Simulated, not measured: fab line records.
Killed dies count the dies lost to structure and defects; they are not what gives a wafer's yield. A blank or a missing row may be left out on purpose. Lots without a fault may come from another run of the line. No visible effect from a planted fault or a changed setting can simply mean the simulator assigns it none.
Chamber matching || flow n5-finfet || rie-diel-02 running N5_BEOL_M4_ETCH_63: 4 sister chambers
The step etches SiARC in CF4, target depth 15.6 nm, time 26 s. 4 wafers are shown with their chamber, then 8 later ones without.

## WAFERS PAIRED WITH THEIR CHAMBERS
{"wafer": "L082.2", "chamber": 0, "drypump-motor-current-A (A)": 5.6}
{"wafer": "L091.2", "chamber": 3, "drypump-motor-current-A (A)": 6.6}
{"wafer": "L091.5", "chamber": 2, "drypump-motor-current-A (A)": 5.4}
{"wafer": "L092.1", "chamber": 1, "drypump-motor-current-A (A)": 5.4}

## WAFERS WHOSE CHAMBER IS MISSING
{"wafer": "L092.2", "drypump-motor-current-A (A)": 5.4}
{"wafer": "L092.3", "drypump-motor-current-A (A)": 6.5}
{"wafer": "L093.1", "drypump-motor-current-A (A)": 5.6}
{"wafer": "L093.4", "drypump-motor-current-A (A)": 5.4}
{"wafer": "L093.5", "drypump-motor-current-A (A)": 5.6}
{"wafer": "L096.2", "drypump-motor-current-A (A)": 5.4}
{"wafer": "L096.3", "drypump-motor-current-A (A)": 5.6}
{"wafer": "L096.6", "drypump-motor-current-A (A)": 5.4}

## WHICH CHAMBER EACH ONE RAN IN
{"wafer": "L092.2", "from the rows above": "can't be placed: 1 or 2", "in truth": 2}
{"wafer": "L092.3", "from the rows above": 3, "in truth": 3}
{"wafer": "L093.1", "from the rows above": 0, "in truth": 0}
{"wafer": "L093.4", "from the rows above": "can't be placed: 1 or 2", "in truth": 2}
{"wafer": "L093.5", "from the rows above": 0, "in truth": 0}
{"wafer": "L096.2", "from the rows above": "can't be placed: 1 or 2", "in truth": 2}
{"wafer": "L096.3", "from the rows above": 0, "in truth": 0}
{"wafer": "L096.6", "from the rows above": "can't be placed: 1 or 2", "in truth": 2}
Correctly placed: 4 of 8. Cannot be placed on the basis of these rows: 4; the candidates contain the true chamber in 4. 0 placed wrongly.
How it was worked out, from the rows above alone: a wafer's distance from a chamber is the root of the sum, over the readings, of the square of ((its reading less the chamber's mean) divided by the reading's scatter). If the next closest chamber is less than 2 further off than the closest, the wafer can't be placed; otherwise it belongs to the closest. For every chamber, the mean is computed from those of its wafers that are shown. The scatter (one wafer shown for each chamber): square how far every hidden wafer sits from the nearest shown wafer, average those squares and take the square root.
